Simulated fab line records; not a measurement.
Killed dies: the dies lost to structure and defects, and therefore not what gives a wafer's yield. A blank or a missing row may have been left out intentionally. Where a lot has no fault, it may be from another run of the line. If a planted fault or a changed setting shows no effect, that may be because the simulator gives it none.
fab line records    flow n5-finfet
record lots=6  wafers=18  last-day=18
route steps=1938 shown HKMG_FIN@390 BEOL_M4@1111 PASSIVATION@1936
lots that met no fault: from a run of the same line without faults
start-h: start of the lot's first displayed wafer, in hours after the record's first day    wait-h: hours elapsed since this lot's preceding step    " as in the row above    L1.1+2: a single row standing in for several wafers    - no value, or no start given    * or withheld: withheld    < > ~ a bound
route shown NAME@n: a module of which the file shows steps, and the number in the route of the first    usual: mean/standard deviation of fault-free wafers    same: alike in all rows    chamber/n: place in a boat    sites: readings site by site    _std_site: the values' standard deviation    _edge_site: the outer-site mean with the inner-site mean subtracted    radius-mm: how far each site lies from the wafer's centre    mask NAME#n: copy n    behind: the tool/chamber that last shaped the wafer    hold: what put the lot on hold/how long, in hours/how the hold closed    device: the transistor (n, p or np) that didn't switch    end of line: the route-end tests of the same wafers    step lacking rows: just its recipe    killed: the dies lost at the first sort to structure and to defects; this is not the yield of the wafer    map: dies across one wafer; x = killed, . = not, _ = none there
set.NAME: the run value of the setting; set.NAME@STEP: its run value at that earlier step    model.NAME: the simulator's own value behind a step, which no gauge read
certain route steps with their lots: each step a table, each wafer a row
services: the hour from which a tool's chamber was out of use, counted from the record's first day as start-h (under 0 if before that day), plus the number of hours and why
## steps
# step N5_HKMG_FIN_COAT_41
# recipe resist=SOC  temp-c=250  time-s=60  spin-rpm=1500  resist-thk-nm=300
# step N5_HKMG_FIN_COAT_42
# recipe resist=SiARC  temp-c=220  time-s=60  spin-rpm=1500  resist-thk-nm=35
# step N5_HKMG_FIN_COAT_43
# recipe resist=CAR-ArF  spin-rpm=1500  resist-thk-nm=90
# step N5_HKMG_FIN_EBR_45
# recipe solvent=PGMEA  ebr-width-mm=1.5
# step N5_HKMG_FIN_SOFTBAKE_44
# recipe temp-c=110  time-s=60  resist=CAR-ArF
# step N5_HKMG_FIN_EXPOSE_46
# recipe mask-id=NDIPOLE  na=1.35  source-shape=conventional  sigma-outer=0.8  polarization=unpolarized  dose-mj=40
# step N5_HKMG_FIN_PEB_47
# recipe peb-temp-c=withheld  peb-time-s=60  resist=CAR-ArF
# step N5_HKMG_FIN_DEVELOP_48
# recipe develop-time-s=30  developer=TMAH  resist=CAR-ArF  rinse-liquid=diw  dry=air-spin  dev-temp-c=23
# step N5_HKMG_FIN_CD_MEAS_49
# recipe target-cd-nm=202  landing-energy-ev=500  detector=se-inlens  polarity=opening
# usual cd-nm=201.6/0.77
lot.wafer  tool       chamber  start-h  wait-h  cd-nm
L707.1     cd-sem-03  0        97.56    -       202.1
L707.3     "          0        "        "       200.8
L707.6     "          0        "        "       200.5
L716.1     cd-sem-02  0        151.08   -       202.0
L716.4     "          0        "        "       201.7
L716.6     "          0        "        "       200.7
L721.1     cd-sem-03  0        184.18   -       201.5
L721.2     "          0        "        "       200.0
L721.5     "          0        "        "       200.7
L722.1     cd-sem-03  0        194.33   -       201.4
L722.2     "          0        "        "       200.7
L722.5     "          0        "        "       200.6
L724.1     cd-sem-01  0        201.37   -       201.9
L724.3     "          0        "        "       200.5
L724.5     "          0        "        "       201.8
L726.4     cd-sem-02  0        214.83   -       202.0
L726.5     "          0        "        "       201.3
L726.6     "          0        "        "       202.4
# step N5_HKMG_FIN_OVL_MEAS_50
# recipe points-per-wafer=44
# usual NDIPOLE_OVL=0.1/0.74
# same points-per-wafer=44
lot.wafer  tool        chamber  start-h  wait-h  NDIPOLE_OVL[nm]
L707.1     overlay-02  0        97.59    0.0     0.9
L707.3     "           0        "        "       -0.1
L707.6     "           0        "        "       -0.2
L716.1     overlay-02  0        151.11   0.0     -0.7
L716.4     "           0        "        "       0.3
L716.6     "           0        "        "       -0.2
L721.1     overlay-01  0        184.21   0.0     -0.1
L721.2     "           0        "        "       0.8
L721.5     "           0        "        "       0.2
L722.1     overlay-02  0        194.36   0.0     0.6
L722.2     "           0        "        "       0.4
L722.5     "           0        "        "       1.7
L724.1     overlay-02  0        201.40   0.0     -0.1
L724.3     "           0        "        "       0.1
L724.5     "           0        "        "       0.2
L726.4     overlay-01  0        214.85   0.0     -0.6
L726.5     "           0        "        "       -0.7
L726.6     "           0        "        "       -1.4
# step N5_HKMG_FIN_INSPECT_61
# recipe mode=adi  inspect-instrument=macro
# usual raw-defect-count=2.0/1.4
lot.wafer  tool               chamber  start-h  wait-h  raw-defect-count
L707.1     defect-inspect-01  -        97.61    0.0     2
L707.3     "                  -        "        "       4
L707.6     "                  -        "        "       2
L716.1     defect-inspect-02  -        151.14   0.0     2
L716.4     "                  -        "        "       2
L716.6     "                  -        "        "       2
L721.1     defect-inspect-02  -        184.23   0.0     0
L721.2     "                  -        "        "       3
L721.5     "                  -        "        "       2
L722.1     defect-inspect-02  -        194.38   0.0     3
L722.2     "                  -        "        "       2
L722.5     "                  -        "        "       4
L724.1     defect-inspect-01  -        201.42   0.0     3
L724.3     "                  -        "        "       4
L724.5     "                  -        "        "       0
L726.4     defect-inspect-02  -        214.88   0.0     1
L726.5     "                  -        "        "       1
L726.6     "                  -        "        "       2
# step N5_HKMG_FIN_DESCUM_53
# recipe chemistry=O2  time-s=7.9  source-power-w=50  bias-power-w=20  pressure-mtorr=20  rf-frequency-hz=2.712e+07  temp-c=40  resist=CAR-ArF  o2-flow-sccm=225
# usual drypump-motor-current-A=5.7/0.53  oes-product-au=0.79/0.089  rf-vpp-V=243.7/1.3  showerhead-plenum-p-Torr=2.14/0.071  temp-c=39.99/0.1  throttle-valve-pct=20.39/0.22
# same time-s=7.9
lot.wafer  tool         chamber  start-h  wait-h  drypump-motor-current-A  oes-product-au  rf-hours-counter-h  rf-vpp-V  showerhead-plenum-p-Torr  temp-c  throttle-valve-pct
L707.1     rie-diel-03  2        97.69    0.1     5.0                      0.87            46                  244.7     2.15                      40.10   20.70
L707.3     "            1        "        "       5.5                      0.74            155                 244.8     2.18                      39.96   20.44
L707.6     "            1        "        "       5.4                      0.74            -                   243.8     2.18                      40.05   20.45
L716.1     rie-diel-06  0        151.17   0.0     5.7                      0.71            207                 243.6     2.17                      39.99   20.51
L716.4     "            2        "        "       6.3                      0.70            -                   242.9     2.05                      40.02   20.35
L716.6     "            1        "        "       6.6                      0.73            -                   243.3     2.18                      40.08   20.55
L721.1     rie-diel-06  2        184.27   0.0     6.3                      0.69            245                 244.0     2.04                      40.15   20.38
L721.2     "            3        "        "       5.4                      0.96            4                   245.2     2.25                      40.05   20.42
L721.5     "            2        "        "       6.3                      0.69            -                   241.8     2.04                      39.98   20.38
L722.1     rie-diel-03  3        194.72   0.3     5.9                      0.81            104                 241.4     2.04                      40.03   20.58
L722.2     "            2        "        "       5.0                      0.81            76                  243.2     2.14                      40.07   20.74
L722.5     "            0        "        "       5.2                      0.89            -                   243.2     2.12                      39.88   20.08
L724.1     rie-diel-01  0        202.31   0.9     6.3                      0.77            123                 243.7     2.19                      39.99   20.25
L724.3     "            2        "        "       5.2                      0.84            65                  246.0     2.19                      40.15   20.07
L724.5     "            0        "        "       6.4                      0.77            -                   243.6     2.19                      40.05   20.26
L726.4     rie-diel-06  0        214.93   0.0     5.7                      0.69            -                   244.3     2.16                      40.14   20.53
L726.5     "            1        "        "       6.6                      0.71            -                   244.9     2.17                      39.65   20.58
L726.6     "            3        "        "       5.4                      0.92            -                   245.0     2.25                      40.03   20.45
# step N5_HKMG_FIN_ETCH_54
# recipe chemistry=CF4  target=SiARC  target-depth-a=455  mask-material=CAR-ArF  time-s=75.8  ion-energy-ev=80  pressure-mtorr=40  source-w=545  bias-w=36  Ar_flow_sccm=100  cf4-flow-sccm=100  ends=cleared
# usual bias-w=35.98/0.11  cf4-flow-sccm=99.94/0.28  drypump-motor-current-A=5.7/0.53  etch-rf-on-time-s=75.0/1.9  oes-product-au=0.67/0.076  rf-vpp-V=184.5/1.1  showerhead-plenum-p-Torr=2.18/0.068  throttle-valve-pct=15.57/0.18
lot.wafer  tool         chamber  start-h  wait-h  bias-w  cf4-flow-sccm  drypump-motor-current-A  etch-rf-on-time-s  oes-product-au  rf-hours-counter-h  rf-vpp-V  showerhead-plenum-p-Torr  throttle-valve-pct  model.CAR-ArF_of_HKMG_FIN_COAT_43.thk-nm
L707.1     rie-diel-03  2        97.72    0.0     35.90   100.33         5.0                      73.3               0.74            46                  183.7     2.19                      15.76               50.8
L707.3     "            1        "        "       36.00   100.02         5.4                      72.1               0.65            155                 184.2     2.22                      15.62               50.6
L707.6     "            1        "        "       36.05   99.74          5.4                      71.9               0.65            -                   185.7     2.22                      15.62               51
L716.1     rie-diel-06  0        151.21   0.0     35.84   99.59          5.7                      75.6               0.60            207                 184.1     2.22                      15.67               51.2
L716.4     "            2        "        "       36.05   99.86          6.3                      76.6               0.59            -                   182.9     2.11                      15.72               51
L716.6     "            1        "        "       35.94   100.06         6.6                      75.0               0.62            -                   183.9     2.20                      15.62               51
L721.1     rie-diel-06  2        184.30   0.0     -       -              -                        -                  -               -                   -         -                         -                   83.4
L721.2     "            3        "        "       -       -              -                        -                  -               -                   -         -                         -                   83.6
L721.5     "            2        "        "       -       -              -                        -                  -               -                   -         -                         -                   83.4
L722.1     rie-diel-03  3        194.76   0.0     -       -              -                        -                  -               -                   -         -                         -                   83.4
L722.2     "            2        "        "       -       -              -                        -                  -               -                   -         -                         -                   83.6
L722.5     "            0        "        "       -       -              -                        -                  -               -                   -         -                         -                   83.8
L724.1     rie-diel-01  0        202.34   0.0     36.19   99.66          6.3                      77.1               0.65            123                 185.0     2.23                      15.47               50.8
L724.3     "            2        "        "       35.91   100.39         5.2                      72.7               0.72            65                  184.6     2.26                      15.40               51
L724.5     "            0        "        "       36.08   100.35         6.3                      77.8               0.65            -                   184.5     2.23                      15.47               50.6
L726.4     rie-diel-06  0        214.97   0.0     36.02   100.30         5.7                      75.0               0.59            -                   185.1     2.21                      15.72               51.4
L726.5     "            1        "        "       35.89   100.17         6.6                      76.8               0.60            -                   184.3     2.19                      15.67               51.4
L726.6     "            3        "        "       36.09   99.86          5.4                      77.5               0.78            -                   186.3     2.27                      15.39               51.2
# step N5_HKMG_FIN_ETCH_55
# recipe chemistry=N2/H2  target=SOC  target-depth-a=2400  temp-c=40  time-s=300  ion-energy-ev=200  mask-material=SiARC  pressure-mtorr=30  source-w=840  bias-w=150  n2-flow-sccm=200  h2-flow-sccm=200
# usual bias-w=150.0/0.45  chamber-pressure-mTorr=29.999/0.027  drypump-motor-current-A=5.7/0.53  oes-product-au=0.79/0.087  rf-vpp-V=525.3/2.6  showerhead-plenum-p-Torr=2.59/0.093  temp-c=40.00/0.1  throttle-valve-pct=17.79/0.21
# same time-s=300
lot.wafer  tool         chamber  start-h  wait-h  bias-w  chamber-pressure-mTorr  drypump-motor-current-A  oes-product-au  rf-hours-counter-h  rf-vpp-V  showerhead-plenum-p-Torr  temp-c  throttle-valve-pct
L707.1     rie-diel-03  2        97.78    0.0     148.9   29.978                  5.0                      0.86            46                  524.2     2.60                      39.84   18.15
L707.3     "            1        "        "       150.2   30.022                  5.5                      0.75            155                 527.7     2.64                      39.87   17.84
L707.6     "            1        "        "       149.0   29.991                  5.5                      0.76            -                   528.2     2.64                      40.06   17.85
L716.1     rie-diel-06  0        151.26   0.0     149.7   30.006                  5.8                      0.70            208                 525.4     2.62                      39.99   17.84
L716.4     "            2        "        "       149.3   29.956                  6.3                      0.70            -                   522.6     2.52                      39.94   18.08
L716.6     "            1        "        "       150.8   29.998                  6.6                      0.74            -                   526.3     2.63                      39.91   17.75
L721.1     rie-diel-06  2        184.36   0.0     150.0   30.006                  6.3                      0.69            245                 522.4     2.51                      39.95   18.09
L721.2     "            3        "        "       149.5   30.019                  5.4                      0.95            4                   528.2     2.70                      40.22   17.59
L721.5     "            2        "        "       149.5   29.984                  6.3                      0.69            -                   522.0     2.51                      39.95   18.10
L722.1     rie-diel-03  3        194.81   0.0     149.8   29.965                  5.9                      0.81            104                 520.2     2.44                      39.85   17.68
L722.2     "            2        "        "       149.5   30.048                  5.0                      0.82            77                  523.4     2.59                      40.03   18.21
L722.5     "            0        "        "       150.1   30.044                  5.2                      0.87            -                   524.4     2.59                      39.85   17.55
L724.1     rie-diel-01  0        202.40   0.0     150.5   29.986                  6.3                      0.75            123                 526.5     2.66                      39.97   17.62
L724.3     "            2        "        "       149.5   29.971                  5.2                      0.86            65                  528.1     2.71                      40.00   17.75
L724.5     "            0        "        "       150.5   30.029                  6.3                      0.75            -                   527.8     2.66                      39.99   17.60
L726.4     rie-diel-06  0        215.09   0.1     150.0   30.017                  5.7                      0.69            -                   526.7     2.61                      39.99   17.91
L726.5     "            1        "        "       149.6   29.997                  6.6                      0.71            -                   526.4     2.61                      40.14   17.81
L726.6     "            3        "        "       149.2   30.041                  5.4                      0.91            -                   529.4     2.70                      39.96   17.58
# step N5_BEOL_M4_RC_MEAS_101
# usual DIBL_N=35.7/1.5  DIBL_P=35.7/2  IOFF_N=0.155/0.026  IOFF_P=0.20/0.031  ION_N=675/11  ION_P=462/7.1  SS_N=71.3/0.57  SS_P=73.1/0.56  VT_N=250/3  VT_P=-251/3
lot.wafer  tool       chamber  start-h  wait-h  DIBL_N[mV/V]  DIBL_P[mV/V]  IOFF_N[nA/um]  IOFF_P[nA/um]  ION_N[uA/um]  ION_P[uA/um]  SS_N[mV/dec]  SS_P[mV/dec]  VT_N[mV]  VT_P[mV]
L707.1     prober-02  0        198.90   0.0     35.3          33.2          0.147          0.18           670           456           71.3          72.1          249       -253
L707.3     "          0        "        "       35.9          33.9          0.149          0.19           681           467           71.2          73.2          251       -251
L707.6     "          0        "        "       36.7          34.5          0.176          0.21           701           469           72.0          72.5          245       -247
L716.1     prober-02  0        255.81   0.0     37.1          37.3          0.178          0.22           680           463           71.2          72.8          250       -251
L716.4     "          0        "        "       37.3          36.9          0.163          0.21           667           460           72.1          73.0          251       -252
L716.6     "          0        "        "       37.5          37.2          0.184          0.21           684           460           71.9          73.3          248       -253
L724.1     prober-02  0        311.93   0.0     36.3          37.6          0.193          0.26           693           474           71.5          73.7          245       -245
L724.3     "          0        "        "       35.5          35.5          0.161          0.22           678           457           71.8          72.8          249       -248
L724.5     "          0        "        "       33.8          34.1          0.143          0.20           677           466           70.8          72.3          250       -251
L726.4     prober-02  0        320.53   0.5     37.1          38.4          0.175          0.22           669           457           71.6          73.4          249       -252
L726.5     "          0        "        "       35.9          37.9          0.164          0.20           681           462           71.2          73.8          250       -252
L726.6     "          0        "        "       38.2          40.2          0.214          0.26           680           464           72.1          74.0          244       -248
# step N5_PASSIVATION_PROBE_49
# usual defect-limited-yield=91.4/1.5  killed_at_M0_to_M3=34/10  killed_at_M4_up=15/6  killed-at-contacts=12/6  killed-at-front-end=37/11  killed-at-other=3.3/2.8  killed-dies=101/18  killed-on-rim=14/4.4  killed-open=66/14  killed-short=33/7.8  sort_bin_5_function=5.0/0.97  sort_bin_6_memory=3.2/0.72  sort-n-pass=1079/18  sort-yield-pct=91.4/1.5
# same gross-dies=1180  killed-at-back-side=0  sort_bin_4_leakage[%]=0  sort_bin_8_speed[%]=0
lot.wafer  tool       chamber  start-h  wait-h  defect-limited-yield[%]  killed_at_M0_to_M3  killed_at_M4_up  killed-at-contacts  killed-at-front-end  killed-at-other  killed-dies  killed-on-rim  killed-open  killed-short  sort_bin_5_function[%]  sort_bin_6_memory[%]  sort-n-pass  sort-yield-pct[%]
L707.1     prober-02  -        306.55   0.0     89.4                     48                  12               16                  43                   6                125          13             76           49            6.5                     3.9                   1055         89.4
L722.1     prober-02  -        385.86   0.0     0                        30                  5                16                  1124                 5                1180         152            66           38            96.2                    3.3                   0            0
L722.2     prober-02  -        385.91   0.1     0                        35                  12               14                  1116                 3                1180         152            67           31            95.9                    3.8                   0            0
L722.5     prober-02  -        386.06   0.2     0                        28                  10               9                   1123                 10               1180         152            60           36            96.9                    2.9                   0            0
L721.1     prober-01  -        400.66   0.0     0                        30                  18               16                  1114                 2                1180         152            58           26            96.7                    3.0                   0            0
L721.2     prober-01  -        400.71   0.1     0                        37                  13               20                  1101                 9                1180         152            83           27            96.5                    3.4                   0            0
L721.5     prober-01  -        400.86   0.2     0                        33                  22               17                  1106                 2                1180         152            82           29            96.5                    3.1                   0            0
# killed by level:class
L707.1 BEOL_M1:geometric-particle:open=12 STI_FIN_REVEAL:geometric-particle:open=11 MOL_CONTACT_COAG:geometric-particle:open=11 BEOL_M2:geometric-particle:open=10 FIN_SAQP:geometric-particle:open=8 BEOL_M2:geometric-particle:short=8 FIN_SAQP:geometric-particle:short=6 BEOL_M0_SAQP:geometric-particle:open=5
L722.1 HKMG_FIN:area-etch=1076 FIN_SAQP:geometric-particle:open=14 MOL_CONTACT_COAG:geometric-particle:open=13 BEOL_M0_SAQP:geometric-particle:short=8 BEOL_M3:geometric-particle:open=7 BEOL_M0_SAQP:geometric-particle:open=6 FIN_SAQP:geometric-particle:short=5 STI_FIN_REVEAL:geometric-particle:open=5
L722.2 HKMG_FIN:area-etch=1081 FIN_SAQP:geometric-particle:open=11 MOL_CONTACT_COAG:geometric-particle:open=11 BEOL_M0_SAQP:geometric-particle:short=10 BEOL_M3:geometric-particle:open=9 GATE_CUT:geometric-particle:short=8 BEOL_M4:geometric-particle:open=8 DUMMY_GATE:geometric-particle:open=6
L722.5 HKMG_FIN:area-etch=1084 BEOL_M0_SAQP:geometric-particle:short=11 BEOL_M0_SAQP:geometric-particle:open=8 FIN_SAQP:geometric-particle:open=7 STI_FIN_REVEAL:geometric-particle:open=7 MOL_CONTACT_COAG:geometric-particle:open=6 BEOL_M3:geometric-particle:open=6 DUMMY_GATE:geometric-particle:open=5
L721.1 HKMG_FIN:area-etch=1093 MOL_CONTACT_COAG:geometric-particle:open=9 MOL_CONTACT_COAG:geometric-particle:short=7 BEOL_M4:geometric-particle:open=7 BEOL_M0_SAQP:geometric-particle:open=6 BEOL_M1:geometric-particle:open=6 BEOL_M2:geometric-particle:open=5 FIN_SAQP:geometric-particle:short=4
L721.2 HKMG_FIN:area-etch=1068 MOL_CONTACT_COAG:geometric-particle:open=17 BEOL_M1:geometric-particle:open=17 FIN_SAQP:geometric-particle:open=7 PASS1_CAP:geometric-particle:open=6 FIN_SAQP:geometric-particle:short=5 BEOL_M2:geometric-particle:open=5 BEOL_M0_SAQP:geometric-particle:open=5
L721.5 HKMG_FIN:area-etch=1069 FIN_SAQP:geometric-particle:open=17 BEOL_M4:geometric-particle:open=16 MOL_CONTACT_COAG:geometric-particle:open=13 BEOL_M1:geometric-particle:open=9 FIN_SAQP:geometric-particle:short=7 BEOL_M2:geometric-particle:open=7 BEOL_M3:geometric-particle:open=5
# map L721.1 (x killed, . not)
_________________xxxxxxxxxxxx________________
______________xxxxxxxxxxxxxxxxxx_____________
___________xxxxxxxxxxxxxxxxxxxxxxxx__________
__________xxxxxxxxxxxxxxxxxxxxxxxxxx_________
________xxxxxxxxxxxxxxxxxxxxxxxxxxxxxx_______
_______xxxxxxxxxxxxxxxxxxxxxxxxxxxxxxxx______
______xxxxxxxxxxxxxxxxxxxxxxxxxxxxxxxxxx_____
_____xxxxxxxxxxxxxxxxxxxxxxxxxxxxxxxxxxxx____
____xxxxxxxxxxxxxxxxxxxxxxxxxxxxxxxxxxxxxx___
___xxxxxxxxxxxxxxxxxxxxxxxxxxxxxxxxxxxxxxxx__
___xxxxxxxxxxxxxxxxxxxxxxxxxxxxxxxxxxxxxxxx__
__xxxxxxxxxxxxxxxxxxxxxxxxxxxxxxxxxxxxxxxxxx_
__xxxxxxxxxxxxxxxxxxxxxxxxxxxxxxxxxxxxxxxxxx_
_xxxxxxxxxxxxxxxxxxxxxxxxxxxxxxxxxxxxxxxxxxxx
_xxxxxxxxxxxxxxxxxxxxxxxxxxxxxxxxxxxxxxxxxxxx
_xxxxxxxxxxxxxxxxxxxxxxxxxxxxxxxxxxxxxxxxxxxx
_xxxxxxxxxxxxxxxxxxxxxxxxxxxxxxxxxxxxxxxxxxxx
_xxxxxxxxxxxxxxxxxxxxxxxxxxxxxxxxxxxxxxxxxxxx
_xxxxxxxxxxxxxxxxxxxxxxxxxxxxxxxxxxxxxxxxxxxx
_xxxxxxxxxxxxxxxxxxxxxxxxxxxxxxxxxxxxxxxxxxxx
_xxxxxxxxxxxxxxxxxxxxxxxxxxxxxxxxxxxxxxxxxxxx
__xxxxxxxxxxxxxxxxxxxxxxxxxxxxxxxxxxxxxxxxxx_
__xxxxxxxxxxxxxxxxxxxxxxxxxxxxxxxxxxxxxxxxxx_
___xxxxxxxxxxxxxxxxxxxxxxxxxxxxxxxxxxxxxxxx__
___xxxxxxxxxxxxxxxxxxxxxxxxxxxxxxxxxxxxxxxx__
____xxxxxxxxxxxxxxxxxxxxxxxxxxxxxxxxxxxxxx___
_____xxxxxxxxxxxxxxxxxxxxxxxxxxxxxxxxxxxx____
______xxxxxxxxxxxxxxxxxxxxxxxxxxxxxxxxxx_____
_______xxxxxxxxxxxxxxxxxxxxxxxxxxxxxxxx______
________xxxxxxxxxxxxxxxxxxxxxxxxxxxxxx_______
__________xxxxxxxxxxxxxxxxxxxxxxxxxx_________
___________xxxxxxxxxxxxxxxxxxxxxxxx__________
______________xxxxxxxxxxxxxxxxxx_____________
_________________xxxxxxxxxxxx________________
# map L722.1 (x killed, . not)
_________________xxxxxxxxxxxx________________
______________xxxxxxxxxxxxxxxxxx_____________
___________xxxxxxxxxxxxxxxxxxxxxxxx__________
__________xxxxxxxxxxxxxxxxxxxxxxxxxx_________
________xxxxxxxxxxxxxxxxxxxxxxxxxxxxxx_______
_______xxxxxxxxxxxxxxxxxxxxxxxxxxxxxxxx______
______xxxxxxxxxxxxxxxxxxxxxxxxxxxxxxxxxx_____
_____xxxxxxxxxxxxxxxxxxxxxxxxxxxxxxxxxxxx____
____xxxxxxxxxxxxxxxxxxxxxxxxxxxxxxxxxxxxxx___
___xxxxxxxxxxxxxxxxxxxxxxxxxxxxxxxxxxxxxxxx__
___xxxxxxxxxxxxxxxxxxxxxxxxxxxxxxxxxxxxxxxx__
__xxxxxxxxxxxxxxxxxxxxxxxxxxxxxxxxxxxxxxxxxx_
__xxxxxxxxxxxxxxxxxxxxxxxxxxxxxxxxxxxxxxxxxx_
_xxxxxxxxxxxxxxxxxxxxxxxxxxxxxxxxxxxxxxxxxxxx
_xxxxxxxxxxxxxxxxxxxxxxxxxxxxxxxxxxxxxxxxxxxx
_xxxxxxxxxxxxxxxxxxxxxxxxxxxxxxxxxxxxxxxxxxxx
_xxxxxxxxxxxxxxxxxxxxxxxxxxxxxxxxxxxxxxxxxxxx
_xxxxxxxxxxxxxxxxxxxxxxxxxxxxxxxxxxxxxxxxxxxx
_xxxxxxxxxxxxxxxxxxxxxxxxxxxxxxxxxxxxxxxxxxxx
_xxxxxxxxxxxxxxxxxxxxxxxxxxxxxxxxxxxxxxxxxxxx
_xxxxxxxxxxxxxxxxxxxxxxxxxxxxxxxxxxxxxxxxxxxx
__xxxxxxxxxxxxxxxxxxxxxxxxxxxxxxxxxxxxxxxxxx_
__xxxxxxxxxxxxxxxxxxxxxxxxxxxxxxxxxxxxxxxxxx_
___xxxxxxxxxxxxxxxxxxxxxxxxxxxxxxxxxxxxxxxx__
___xxxxxxxxxxxxxxxxxxxxxxxxxxxxxxxxxxxxxxxx__
____xxxxxxxxxxxxxxxxxxxxxxxxxxxxxxxxxxxxxx___
_____xxxxxxxxxxxxxxxxxxxxxxxxxxxxxxxxxxxx____
______xxxxxxxxxxxxxxxxxxxxxxxxxxxxxxxxxx_____
_______xxxxxxxxxxxxxxxxxxxxxxxxxxxxxxxx______
________xxxxxxxxxxxxxxxxxxxxxxxxxxxxxx_______
__________xxxxxxxxxxxxxxxxxxxxxxxxxx_________
___________xxxxxxxxxxxxxxxxxxxxxxxx__________
______________xxxxxxxxxxxxxxxxxx_____________
_________________xxxxxxxxxxxx________________
## services
tool         chamber  start-h  hours  kind
rie-diel-06  0        95.43    9.2    repair
rie-diel-01  0        107.19   29.5   repair
rie-diel-06  3        136.50   -      clean
rie-diel-06  3        136.50   -      consumable-replace:focus-ring
rie-diel-06  3        136.50   -      consumable-replace:showerhead
rie-diel-06  3        136.50   34.7   scheduled-down
rie-diel-06  3        136.50   34.7   vent-cycle
rie-diel-06  2        169.03   5.1    repair
rie-diel-01  3        172.08   16.0   repair
rie-diel-01  1        175.77   9.0    repair
rie-diel-06  -        183.10   0.2    repair
rie-diel-03  3        184.82   4.3    repair
rie-diel-01  3        188.14   -      clean
rie-diel-01  3        188.14   -      consumable-replace:focus-ring
rie-diel-01  3        188.14   25.6   scheduled-down
rie-diel-01  3        188.14   25.6   vent-cycle
rie-diel-06  2        200.19   -      clean
rie-diel-06  2        200.19   -      consumable-replace:focus-ring
rie-diel-06  2        200.19   17.7   scheduled-down
rie-diel-06  2        200.19   17.7   vent-cycle
rie-diel-01  1        213.94   -      clean
rie-diel-01  1        213.94   -      consumable-replace:focus-ring
rie-diel-01  1        213.94   -      consumable-replace:showerhead
rie-diel-01  1        213.94   18.5   scheduled-down
## key
first-sign step=N5_HKMG_FIN_ETCH_54  reading=tool-record  direction=missing
effect step=N5_PASSIVATION_PROBE_49  reading=killed-at-front-end  direction=up  sigmas=96  usual=37  struck=1114
model-effect step=N5_HKMG_FIN_ETCH_54  value=CAR-ArF_of_HKMG_FIN_COAT_43.thk-nm  without=51  struck=83.53
more-kills-born-at N5_HKMG_FIN_ETCH_54@rie-diel-03=3241  N5_HKMG_FIN_ETCH_54@rie-diel-06=3230
met-at N5_HKMG_FIN_ETCH_54
struck-wafers L721.1,L721.2,L721.5,L722.1,L722.2,L722.5
later-rows-left-out L721.1,L721.2,L721.5,L722.1,L722.2,L722.5
onset-between 151.21 184.30
fault kind=skipped-step-whole  tool=rie-diel-03,rie-diel-06  chamber=-  onset-h=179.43  steps=N5_HKMG_FIN_ETCH_54  scope=struck-lots-only
# later-rows-left-out: the simulator's readings of these wafers behind a module that went badly wrong aren't trusted and aren't shown, but for the sort
